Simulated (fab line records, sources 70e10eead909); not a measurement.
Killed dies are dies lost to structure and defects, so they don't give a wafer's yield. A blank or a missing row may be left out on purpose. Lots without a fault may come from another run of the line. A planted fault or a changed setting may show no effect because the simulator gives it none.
fab line records | flow nand_harc
record lots=11 wafers=33 last_day=33
route steps=1302 shown P_GATE@141
lots that met no fault: from a run of the same line without faults
start_h: hours from the record's first day to the start of the lot's first wafer shown | wait_h: hours since the lot's step before | " the same as in the row above | L1.1+2: a row that stands for several wafers | - no value, or no start given | * or withheld: withheld | < > ~ a bound
route shown NAME@n: a module of which the file shows steps, and the number in the route of the first | usual: mean/standard deviation of fault-free wafers | same: alike in all rows | chamber/n: place in a boat | sites: the reading at each site | _std_site: their standard deviation | _edge_site: outer sites' mean less inner sites' | radius_mm: how far each site lies from the wafer's centre | mask NAME#n: copy n | behind: the tool/chamber that last shaped the wafer | hold: why the lot was held/for how many hours/how that ended | device: the transistor (n, p or np) that didn't switch | end of line: the same wafers' tests at the end of the route | a step without rows: its recipe alone | killed: dies lost to structure and defects at the first sort, not the wafer's yield | map: a wafer's dies, x killed, . not, _ none there
set.NAME: the setting as run; set.NAME@STEP: as run at that earlier step | model.NAME: the simulator's own value behind a step, which no gauge read
steps of the route over a sample of lots; a table a step, a row a wafer
services: from which hour (start_h, from the record's first day; less than 0 if before it) a tool's chamber was out of use, for how many hours, and why
## steps
# step NHARC_P_GATE_CD_MEAS_26
# recipe target_cd_nm=120 landing_energy_ev=500
# usual cd_nm=120.1/0.55
# same landing_energy_ev=500
# columns lot.wafer tool chamber start_h wait_h cd_nm
L263.4 cd_sem-01 0 106.21 - 120.7
L263.5 " 0 " " 120.7
L263.6 " 0 " " 120.7
L265.3 cd_sem-03 0 127.45 - 120.8
L265.5 " 0 " " 119.1
L265.6 " 0 " " 119.4
L268.1 cd_sem-02 0 152.13 - 119.7
L268.5 " 0 " " 120.4
L268.6 " 0 " " 119.8
L269.1 cd_sem-01 0 164.71 - 119.8
L269.2 " 0 " " 120.4
L269.5 " 0 " " 120.5
L279.2 cd_sem-03 0 266.34 - 120.4
L279.3 " 0 " " 120.3
L279.4 " 0 " " 119.5
L280.1 cd_sem-03 0 278.75 - 120.1
L280.3 " 0 " " 120.5
L280.6 " 0 " " 121.1
L281.4 cd_sem-01 0 283.22 - 119.4
L281.5 " 0 " " 119.2
L281.6 " 0 " " 120.6
L283.1 cd_sem-01 0 302.01 - 120.0
L283.3 " 0 " " 119.9
L283.4 " 0 " " 120.0
L282.1 cd_sem-03 0 302.26 - 120.4
L282.2 " 0 " " 120.5
L282.4 " 0 " " 119.9
L284.1 cd_sem-02 0 323.54 - 120.4
L284.3 " 0 " " 121.3
L284.5 " 0 " " 120.2
L285.3 cd_sem-03 0 331.24 - 119.4
L285.4 " 0 " " 119.7
L285.5 " 0 " " 119.9
# step NHARC_P_GATE_DESCUM_31
# recipe time_s=3 o2_flow_sccm=200 ar_flow_sccm=0 bias_power_w=0 chemistry=O2
# usual drypump_motor_current_A=5.7/0.49 oes_product_au=1.002/0.0097 rf_vpp_V=57.7/0.93 showerhead_plenum_p_Torr=1.90/0.065 throttle_valve_pct=11.310/0.0096
# columns lot.wafer tool chamber start_h wait_h drypump_motor_current_A oes_product_au rf_hours_counter_h rf_vpp_V showerhead_plenum_p_Torr throttle_valve_pct
L263.4 rie_diel-02 1 106.39 0.1 6.1 1.006 3 57.0 1.90 11.324
L263.5 " 1 " " 6.0 1.007 - 56.3 1.89 11.304
L263.6 " 2 " " 6.7 0.992 - 58.4 1.93 11.330
L265.3 rie_diel-12 2 127.65 0.1 5.6 1.013 1 59.0 1.86 11.301
L265.5 " 3 " " 5.2 1.009 - 58.1 1.80 11.298
L265.6 " 0 " " 5.3 1.015 - 57.6 1.94 11.322
L268.1 rie_diel-02 2 152.33 0.1 6.7 0.991 6 57.9 1.93 11.319
L268.5 " 1 " " 6.0 0.997 - 56.8 1.89 11.309
L268.6 " 2 " " 6.7 0.989 - 57.6 1.93 11.321
L269.1 rie_diel-12 2 164.90 0.1 5.5 1.008 4 58.4 1.86 11.302
L269.2 " 3 " " 5.2 1.003 3 57.9 1.80 11.301
L269.5 " 2 " " 5.5 0.997 - 57.8 1.86 11.329
L279.2 rie_diel-12 0 266.54 0.1 5.3 1.008 11 57.7 1.94 11.314
L279.3 " 1 " " 5.7 1.000 12 57.7 1.88 11.304
L279.4 " 2 " " 5.6 1.012 11 57.1 1.86 11.311
L280.3 rie_diel-04 0 278.94 0.1 5.9 1.004 4 55.5 1.79 11.310
L280.1 " 2 " " 6.2 0.989 4 56.9 1.98 11.320
L280.6 " 0 " " 5.8 1.000 - 56.4 1.79 11.320
L281.4 rie_diel-12 1 283.40 0.1 5.6 1.008 0 57.6 1.88 11.313
L281.6 " 1 " " 5.6 1.007 - 57.7 1.88 11.303
L281.5 " 2 " " 5.5 1.007 - 56.4 1.86 11.322
L283.3 rie_diel-02 3 302.20 0.1 5.9 1.008 5 57.4 1.85 11.310
L283.1 " 0 " " 5.6 0.973 4 58.2 1.96 11.302
L283.4 " 1 " " 6.0 1.017 4 58.1 1.89 11.310
L282.2 rie_diel-12 1 302.44 0.1 5.6 1.001 1 58.1 1.88 11.322
L282.4 " 3 " " 5.2 0.978 1 56.9 1.80 11.311
L282.1 " 0 " " 5.3 0.986 1 57.3 1.94 11.317
L284.1 rie_diel-04 1 323.74 0.1 5.2 0.998 6 57.9 2.03 11.286
L284.3 " 2 " " 6.2 1.007 6 58.7 1.98 11.313
L284.5 " 1 " " 5.1 1.001 - 57.5 2.03 11.303
L285.3 rie_diel-04 0 331.42 0.1 5.9 1.006 7 58.3 1.79 11.306
L285.4 " 3 " " 4.9 0.986 7 58.3 1.93 11.325
L285.5 " 0 " " 6.0 0.999 - 57.0 1.79 11.300
# step NHARC_P_GATE_ETCH_114
# recipe target_depth_a=300 overetch_a=30 time_s=16.5 ion_energy_ev=100 cf4_flow_sccm=80 o2_flow_sccm=20 ar_flow_sccm=0 rf_w=300 bias_w=100 chemistry=CF4/O2
# usual drypump_motor_current_A=5.7/0.48 oes_o_777_au=1.001/0.0047 oes_product_au=1.002/0.0098 rf_fwd_power_W=294.5/1.7 rf_vpp_V=197.5/1.2 showerhead_plenum_p_Torr=1.32/0.043 throttle_valve_pct=13.397/0.0096
# columns lot.wafer tool chamber start_h wait_h drypump_motor_current_A oes_o_777_au oes_product_au rf_fwd_power_W rf_hours_counter_h rf_vpp_V showerhead_plenum_p_Torr throttle_valve_pct
L263.4 rie_diel-02 3 - - 5.9 0.997 1.009 293.3 4 196.1 1.29 13.393
L263.6 " 3 " " 5.9 1.001 1.018 292.3 - 197.7 1.30 13.406
L263.5 " 0 " " 5.7 1.005 0.998 294.1 - 199.4 1.37 13.379
L265.3 rie_diel-12 3 - - 5.3 0.998 1.000 296.0 1 196.4 1.26 13.408
L265.6 " 3 " " 5.2 0.998 1.010 297.7 - 197.3 1.26 13.377
L265.5 " 0 " " 5.3 1.000 1.013 295.9 - 197.4 1.35 13.382
L268.1 rie_diel-02 3 - - 5.9 1.003 1.001 291.8 7 197.6 1.29 13.412
L268.6 " 2 " " 6.7 1.006 0.987 295.5 - 198.2 1.35 13.404
L268.5 " 3 " " 5.9 1.003 0.999 291.6 - 198.1 1.29 13.390
L269.2 rie_diel-12 0 - - 5.3 1.007 1.014 295.5 4 198.4 1.35 13.392
L269.1 " 2 " " 5.5 0.999 1.003 293.4 4 196.9 1.30 13.390
L269.5 " 0 " " 5.3 1.003 1.006 294.8 - 199.3 1.35 13.398
L279.2 rie_diel-12 3 - - 5.2 0.999 1.000 295.0 10 196.6 1.26 13.397
L279.4 " 1 " " 5.6 0.997 1.008 297.1 12 198.1 1.31 13.395
L279.3 " 2 " " 5.5 1.000 1.004 294.3 11 198.2 1.30 13.392
L280.3 rie_diel-04 3 - - 4.9 0.997 0.991 293.7 4 197.7 1.34 13.399
L280.1 " 1 " " 5.2 1.006 0.983 294.2 4 198.9 1.41 13.408
L280.6 " 0 " " 5.9 1.003 1.013 293.9 - 195.7 1.25 13.389
L281.4 rie_diel-12 1 - - 5.6 1.006 1.006 297.3 0 197.4 1.31 13.409
L281.6 " 0 " " 5.3 1.001 0.986 294.6 - 198.9 1.35 13.402
L281.5 " 1 " " 5.7 0.999 1.009 297.1 - 199.0 1.31 13.384
L283.4 rie_diel-02 0 - - 5.6 1.004 0.962 293.7 5 197.9 1.37 13.391
L283.3 " 2 " " 6.7 1.006 0.999 294.1 5 198.3 1.35 13.390
L283.1 " 3 " " 5.8 1.002 1.006 293.8 5 196.7 1.29 13.414
L282.1 rie_diel-12 0 - - 5.3 1.003 0.998 295.9 1 197.8 1.35 13.402
L282.2 " 1 " " 5.7 0.993 1.004 296.8 1 197.0 1.31 13.396
L282.4 " 3 " " 5.2 0.995 0.987 296.8 1 196.1 1.26 13.393
L284.3 rie_diel-04 0 - - 5.9 0.999 0.993 292.0 6 197.7 1.25 13.389
L284.1 " 1 " " 5.2 1.004 0.995 297.6 6 200.3 1.41 13.391
L284.5 " 0 " " 5.9 0.999 0.993 292.1 - 194.9 1.25 13.401
L285.4 rie_diel-04 2 - - 6.2 1.005 1.018 291.0 7 198.3 1.38 13.420
L285.3 " 0 " " 5.9 0.996 1.003 293.6 7 194.6 1.25 13.400
L285.5 " 3 " " 4.9 0.999 0.990 294.1 - 197.5 1.34 13.396
# step NHARC_P_GATE_EXPOSE_56
# recipe na=0.6 target_cd_nm=720 dose_mj=14.81 mask_id=P_PSD
# columns lot.wafer tool chamber start_h wait_h mask
L263.4+5+6 krf_scanner-03 0 121.59 - P_PSD#0
L265.3+5+6 krf_scanner-03 0 140.85 - P_PSD#0
L268.1+5+6 krf_scanner-03 0 165.55 - P_PSD#0
L269.1+2+5 krf_scanner-04 0 178.40 - P_PSD_R1#0
L279.2+3+4 krf_scanner-04 0 279.74 - P_PSD#0
L280.1+3+6 krf_scanner-04 0 292.14 - P_PSD#0
L281.4+5+6 krf_scanner-01 0 296.78 - P_PSD#0
L282.1+2+4 krf_scanner-04 0 315.62 - P_PSD#0
L283.1+3+4 krf_scanner-03 0 315.82 - P_PSD#0
L284.1+3+5 krf_scanner-03 0 336.97 - P_PSD#0
L285.3+4+5 krf_scanner-03 0 344.50 - P_PSD#0
# step NHARC_P_GATE_CD_MEAS_59
# recipe target_cd_nm=720 landing_energy_ev=500
# usual cd_nm=718.8/1.4
# same landing_energy_ev=500
# columns lot.wafer tool chamber start_h wait_h hold cd_nm
L263.4 cd_sem-01 0 121.73 - - 720.4
L263.5 " 0 " " - 720.0
L263.6 " 0 " " - 718.0
L265.3 cd_sem-03 0 141.00 - - 719.4
L265.5 " 0 " " - 719.9
L265.6 " 0 " " - 719.9
L268.1 cd_sem-03 0 165.71 - - 720.8
L268.5 " 0 " " - 717.7
L268.6 " 0 " " - 718.6
L269.1 cd_sem-03 0 178.55 - await_dispo/0.2h/release 715.1
L269.2 " 0 " " await_dispo/0.2h/release 712.3
L269.5 " 0 " " await_dispo/0.2h/release 713.5
L269.1 cd_sem-03 0 - - - 715.1
L269.2 " 0 " " - 712.6
L269.5 " 0 " " - 713.6
L279.2 cd_sem-01 0 279.90 - - 720.9
L279.3 " 0 " " - 721.2
L279.4 " 0 " " - 720.4
L280.1 cd_sem-03 0 292.30 - - 716.9
L280.3 " 0 " " - 716.9
L280.6 " 0 " " - 717.6
L281.4 cd_sem-03 0 296.92 - - 719.5
L281.5 " 0 " " - 719.6
L281.6 " 0 " " - 717.1
L282.1 cd_sem-02 0 315.77 - - 717.2
L282.2 " 0 " " - 717.7
L282.4 " 0 " " - 719.8
L283.1 cd_sem-03 0 315.97 - - 718.4
L283.3 " 0 " " - 718.4
L283.4 " 0 " " - 717.3
L284.1 cd_sem-03 0 337.12 - - 719.2
L284.3 " 0 " " - 718.8
L284.5 " 0 " " - 716.9
L285.3 cd_sem-02 0 344.65 - - 719.3
L285.4 " 0 " " - 718.3
L285.5 " 0 " " - 718.8
## services
# columns tool chamber start_h hours kind
rie_diel-12 - 91.42 9.0 pm
rie_diel-12 0 91.42 9.0 vent_cycle
rie_diel-12 1 91.42 9.0 vent_cycle
rie_diel-12 2 91.42 9.0 vent_cycle
rie_diel-12 3 91.42 9.0 vent_cycle
krf_scanner-03 - 132.37 0.2 repair
rie_diel-12 2 136.48 6.3 repair
krf_scanner-01 - 140.00 4.0 pm
rie_diel-04 2 148.33 13.3 repair
krf_scanner-04 - 169.11 1.5 repair
rie_diel-04 - 178.42 9.0 pm
krf_scanner-04 - 181.94 1.2 repair
rie_diel-04 1 192.05 9.7 repair
rie_diel-12 3 195.10 1.4 repair
rie_diel-02 - 216.70 9.0 pm
rie_diel-12 2 222.97 1.3 repair
krf_scanner-03 - 224.00 4.0 pm
krf_scanner-04 - 230.22 6.8 repair
rie_diel-04 - 249.40 2.7 repair
rie_diel-12 - 268.42 9.0 pm
krf_scanner-04 - 306.59 3.0 repair
krf_scanner-01 - 312.00 4.0 pm
krf_scanner-01 - 316.71 0.6 repair
krf_scanner-04 - 319.42 0.4 repair
## key
first_sign step=NHARC_P_GATE_EXPOSE_56 reading=mask direction=changed
effect step=NHARC_P_GATE_CD_MEAS_59 reading=visit direction=added
met_at NHARC_P_GATE_EXPOSE_56
struck_lots L269
tester_left_out L269
not_acting_at NHARC_P_GATE_CD_MEAS_26,NHARC_P_GATE_DESCUM_31,NHARC_P_GATE_ETCH_114
fault kind=wrong_mask tool=any chamber=- onset_h=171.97 steps=NHARC_P_GATE_EXPOSE_56 aux_copy=P_PSD_R1#0 cd_offset_nm=-5.9644 scope=struck_lots_only
# tester_left_out: of these lots the tester's yield and bins aren't shown, on N5 and GAA mostly nor the transistor test; their killed dies are dies lost to structure and defects alone, not to doping, threshold or leakage, so they don't give the yield
